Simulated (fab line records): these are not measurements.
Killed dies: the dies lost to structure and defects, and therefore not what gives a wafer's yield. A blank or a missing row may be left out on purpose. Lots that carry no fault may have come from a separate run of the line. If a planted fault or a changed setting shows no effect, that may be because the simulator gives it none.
Which tool did it?    flow nand-harc    Sampling: 13 lots, 39 wafers, 5 of 1159 route steps

## WHAT EACH GAUGE READ, for each wafer
NHARC_THIN_TSV_THK_MEAS_02: measures by ir.
lot   measured      on             thk-nm (nm)
L484  day 19 08:34  film-metro-01  2847 2829 2879
L485  day 19 09:46  film-metro-02  3222 2757 3144
L487  day 19 07:23  film-metro-02  2489 2585 2708
L488  day 19 23:17  film-metro-01  3300 2969 3232
L491  day 20 08:28  film-metro-01  3176 2921 3329
L490  day 20 09:41  film-metro-02  2771 2413 2374
L489  day 20 17:20  film-metro-02  3132 2987 3038
L492  day 21 00:35  film-metro-02  2946 2829 3292
L493  day 20 18:32  film-metro-01  2990 2959 2888
L494  day 20 23:23  film-metro-01  3124 3168 3151
L502  day 23 23:32  film-metro-01  2942 2944 2668
L503  day 24 00:45  film-metro-02  3259 3035 2999
L507  day 24 06:49  film-metro-01  2984 3571 3210

NHARC_THIN_TSV_CD_MEAS_12: target cd 1000 nm.
lot   measured      on         cd-nm (nm)
L484  day 19 09:44  cd-sem-01  1000.6 998.0 998.6
L485  day 19 10:59  cd-sem-01  1002.3 1001.8 1001.0
L487  day 19 08:26  cd-sem-02  1002.6 1001.9 1002.4
L488  day 20 00:20  cd-sem-01  1001.1 1000.8 1001.0
L491  day 20 09:31  cd-sem-03  1001.8 1003.1 1003.3
L490  day 20 10:44  cd-sem-02  998.3 1000.2 999.8
L489  day 20 18:16  cd-sem-01  999.3 999.1 999.8
L492  day 21 01:37  cd-sem-02  1000.0 1000.6 1000.2
L493  day 20 19:35  cd-sem-03  1004.4 1003.4 1001.8
L494  day 21 00:19  cd-sem-02  1000.2 999.0 1000.1
L502  day 24 00:35  cd-sem-02  999.7 1000.4 1002.0
L503  day 24 01:55  cd-sem-03  998.8 999.4 998.5
L507  day 24 07:54  cd-sem-02  999.6 999.2 1000.2

NHARC_END_SORT_01.
lot   measured      on         killed-at-array  killed-at-other  killed-at-periphery  killed-dies  killed-open  killed-short
L502  day 24 14:10  prober-01  16 104 24        3 2 2            2 2 3                21 108 29    4 2 4        1 3 5
L503  day 24 23:32  prober-02  130 43 154       3 1 2            2 3 1                135 47 157   7 7 3        1 0 1

## EACH LOT AND THE TOOL THAT RAN IT (in order: tool; ch and the chambers of the sampled wafers; start)
lot   NHARC_A_STAIRCASE_TRIM_222          NHARC_THIN_TSV_DESCUM_14
L484  rie-diel-12 ch 0,1,2, day 11 16:05  rie-diel-06 ch 0,1,3, day 19 09:54
L485  rie-diel-12 ch 0,1,3, day 11 16:38  rie-diel-11 ch 0,1,3, day 19 11:11
L487  rie-diel-12 ch 0,1,3, day 11 21:11  rie-diel-07 ch 2,3, day 19 08:37
L488  rie-diel-05 ch 0,1,2, day 12 07:28  rie-diel-11 ch 1,2,3, day 20 00:30
L491  rie-diel-02 ch 0,1,2, day 12 17:09  rie-diel-07 ch 2,3, day 20 09:40
L490  rie-diel-05 ch 0,1,3, day 12 18:23  rie-diel-06 ch 1,2,3, day 20 10:53
L489  rie-diel-05 ch 0,1,3, day 12 22:29  rie-diel-11 ch 1,2,3, day 20 18:25
L492  rie-diel-12 ch 0,2,3, day 13 07:19  rie-diel-07 ch 2,3, day 21 01:47
L493  rie-diel-12 ch 1,2,3, day 13 13:31  rie-diel-11 ch 1,2,3, day 20 19:45
L494  rie-diel-05 ch 0,1, day 13 14:58    rie-diel-07 ch 0,1,2, day 21 00:29
L502  rie-diel-05 ch 1,2,3, day 15 18:17  rie-diel-11 ch 0,2,3, day 24 00:45
L503  rie-diel-05 ch 0,1, day 15 22:53    rie-diel-11 ch 0,1, day 24 02:04
L507  rie-diel-02 ch 1,2,3, day 16 21:56  rie-diel-11 ch 0,2,3, day 24 08:04
- NHARC_A_STAIRCASE_TRIM_222: chemistry O2, time 211.2 s.
- NHARC_THIN_TSV_DESCUM_14: chemistry O2, time 3 s.

## AS READ BY THE TOOLS THEMSELVES (means over the sampled wafers that have a number; for cases with no such wafer, the mark the record gives instead)
NHARC_A_STAIRCASE_TRIM_222.
lot   tool         drypump-motor-current-A (A)  oes-product-au (a.u.)  rf-vpp-V (V)  showerhead-plenum-p-Torr (Torr)  throttle-valve-pct (%)
L484  rie-diel-12  5.8                          0.994                  58.2          3.71                             17.029
L485  rie-diel-12  5.7                          0.995                  58.4          3.75                             17.035
L487  rie-diel-12  5.7                          0.998                  57.9          3.75                             17.038
L488  rie-diel-05  6.0                          1.003                  57.8          3.61                             17.045
L491  rie-diel-02  5.8                          0.999                  57.3          3.37                             17.037
L490  rie-diel-05  6.1                          0.999                  57.6          3.55                             17.032
L489  rie-diel-05  6.1                          0.992                  58.1          3.55                             17.041
L492  rie-diel-12  5.7                          0.995                  57.9          3.67                             17.037
L493  rie-diel-12  5.7                          0.991                  58.9          3.66                             17.037
L494  rie-diel-05  5.8                          1.005                  57.1          3.56                             17.033
L502  rie-diel-05  6.2                          0.994                  58.0          3.57                             17.030
L503  rie-diel-05  5.9                          1.004                  58.5          3.53                             17.047
L507  rie-diel-02  6.0                          1.004                  57.8          3.35                             17.037

NHARC_THIN_TSV_DESCUM_14.
lot   tool         drypump-motor-current-A (A)  oes-product-au (a.u.)  rf-vpp-V (V)  showerhead-plenum-p-Torr (Torr)  throttle-valve-pct (%)
L484  rie-diel-06  5.6                          0.991                  57.8          1.87                             11.308
L485  rie-diel-11  6.1                          1.001                  57.6          1.87                             11.308
L487  rie-diel-07  5.9                          0.999                  57.5          1.94                             11.315
L488  rie-diel-11  6.0                          1.005                  58.4          1.93                             11.315
L491  rie-diel-07  5.9                          0.996                  58.4          1.94                             11.310
L490  rie-diel-06  5.7                          0.999                  57.6          1.93                             11.310
L489  rie-diel-11  6.0                          1.001                  57.9          1.93                             11.314
L492  rie-diel-07  6.0                          1.006                  58.5          1.94                             11.307
L493  rie-diel-11  6.0                          1.000                  58.1          1.93                             11.308
L494  rie-diel-07  5.5                          0.996                  57.7          1.95                             11.319
L502  rie-diel-11  5.8                          1.001                  57.6          1.90                             11.318
L503  rie-diel-11  6.5                          1.000                  56.5          1.86                             11.311
L507  rie-diel-11  5.9                          1.002                  56.8          1.90                             11.318

## THE ANSWER, worked out from the rows above alone
Rule: the usual values come from the lots themselves. Put in order of their means at a reading, lots are off if they are a third of the lots or fewer, leave a main group of 4 or more, and stand apart from it by a gap of 3 or more times the standard deviation of the main group's means; of several such gaps the widest counts. If all means in a main group match to the digits the tables above print for the reading, that group is not used. A lot without any number at a reading at which 4 lots or more have one is off too. Any other lot the step has rows for is counted as sound. First the gauges in route order, then the tools' own readings, where a lot's mean is used as printed above. At the first step where some lot is off, the reading lying furthest off is the one used; lots without a number count as furthest.
Nothing can be told from this: no lot is off at any reading shown.

## WHAT THE SIMULATOR PUT IN
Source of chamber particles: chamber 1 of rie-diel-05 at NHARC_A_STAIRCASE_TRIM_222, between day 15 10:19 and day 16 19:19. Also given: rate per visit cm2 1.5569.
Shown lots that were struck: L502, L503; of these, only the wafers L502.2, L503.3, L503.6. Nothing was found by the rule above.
